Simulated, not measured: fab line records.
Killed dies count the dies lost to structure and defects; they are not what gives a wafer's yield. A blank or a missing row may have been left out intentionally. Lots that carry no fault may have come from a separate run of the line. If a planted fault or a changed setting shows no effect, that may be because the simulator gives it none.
8D (eight disciplines) problem report, filled in by code | flow n5_finfet | the parts of the form that need people (team, actions taken, sign-off) are left out

== 1. WHAT IS WRONG ==
chamber_pressure_pa at N5_BEOL_M8_SPUTTER_48 reads a mean of 0.12 Pa on 1 wafer of 1 lot; wafers without a fault read 0.13 Pa with a standard deviation of 0.00025. That is -44 standard deviations from the usual mean.
The step: material Cu, target thk 10 nm, time 1.667 s.
Earliest sighting: wafer L442.2 on pvd_sputter-03 at day 13 23:37. The record holds 32 wafers of 11 lots with a number at this step. Rule for "out" (also "out of limits"): further than 4 standard deviations from the usual mean. The rest of the wafers with a number are treated as sound.

== 2. WHAT IT IS, WHAT IT ISN'T ==
question                    | is                  | is not
which readings at this step | chamber_pressure_pa | -
which lots                  | L442                | L425, L430, L431, L433, L434, L435, L437, L439, L441, L447
which wafers of those lots  | L442.2              | L442.5, L442.6
read on which tools         | pvd_sputter-03      | pvd_sputter-01, pvd_sputter-02
when                        | from day 13 23:37   | up to then (28 sound wafers); but 3 sound wafers of L447 came after

== 3. SUSPECTS, AND WHAT RULES EACH OUT ==
Counting: any tool at a process step up to the reading remains a suspect provided it ran every lot that is out. Sound lots after the first of them don't rule it out here, since some wafers of a struck lot are sound.
- rie_diel-02 at N5_BEOL_M8_STRIP_36 (strips in N2/H2): kept. It processed L442, the lot that is out, at day 13 21:01, and its most recent sound lot before then was L431 at day 10 17:47.
- rie_diel-02 at N5_BEOL_M8_STRIP_80 (strips in N2/H2, time 10 s): kept. It processed L442, the lot that is out, at day 13 23:37, and its most recent sound lot before then was L431 at day 10 20:16. N5_BEOL_M8_STRIP_80 gives no start for some lots, so the hours and the order of its lots are those of N5_BEOL_M8_SPUTTER_48.
- pvd_sputter-03 at N5_BEOL_M8_SPUTTER_48 (material Cu, target thk 10 nm, time 1.667 s): kept. It processed L442, the lot that is out, at day 13 23:37, and its most recent sound lot before then was L439 at day 13 13:32. On those wafers its own readings are out: chamber_pressure_pa.
- At N5_BEOL_M8_STRIP_36, inside rie_diel-02: chamber 0 took the wafers that are out, while their sound lot-mates went through chambers 1, 2.
- At N5_BEOL_M8_STRIP_80, inside rie_diel-02: chamber 0 took the wafers that are out, while their sound lot-mates went through chambers 1, 2.
Left after counting: rie_diel-02 at N5_BEOL_M8_STRIP_36, rie_diel-02 at N5_BEOL_M8_STRIP_80, pvd_sputter-03 at N5_BEOL_M8_SPUTTER_48.

== 4. THE CAUSE (what the simulator had put in) ==
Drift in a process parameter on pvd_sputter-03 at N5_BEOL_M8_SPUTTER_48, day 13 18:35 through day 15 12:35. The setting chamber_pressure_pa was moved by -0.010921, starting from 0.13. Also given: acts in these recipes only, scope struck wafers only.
After counting, 3 suspects remain, this tool included.

== 5. THE EFFECT CHAIN, in route order ==
Each row: a reading whose mean over the struck wafers that have a number lies more than 3 standard deviations from the usual. Only readings whose record carries a usual standard deviation are examined. hours: median over the lots of the time between each lot's start at the first step of this table that gives one and its start at this step. sigmas: the change, counted in usual standard deviations.
hours | step                  | reading             | usual   | on struck wafers | change | sigmas
0     | N5_BEOL_M8_SPUTTER_48 | chamber_pressure_pa | 0.13 Pa | 0.12             | -0.01  | -44
Here are the process steps it includes:
- N5_BEOL_M8_SPUTTER_48: material Cu, target thk 10 nm, time 1.667 s.

== 6. HOW IT WOULD HAVE BEEN CAUGHT EARLIER ==
The fault began at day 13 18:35; the first out-of-limits reading in this record came at day 13 23:37, 5 hours later.
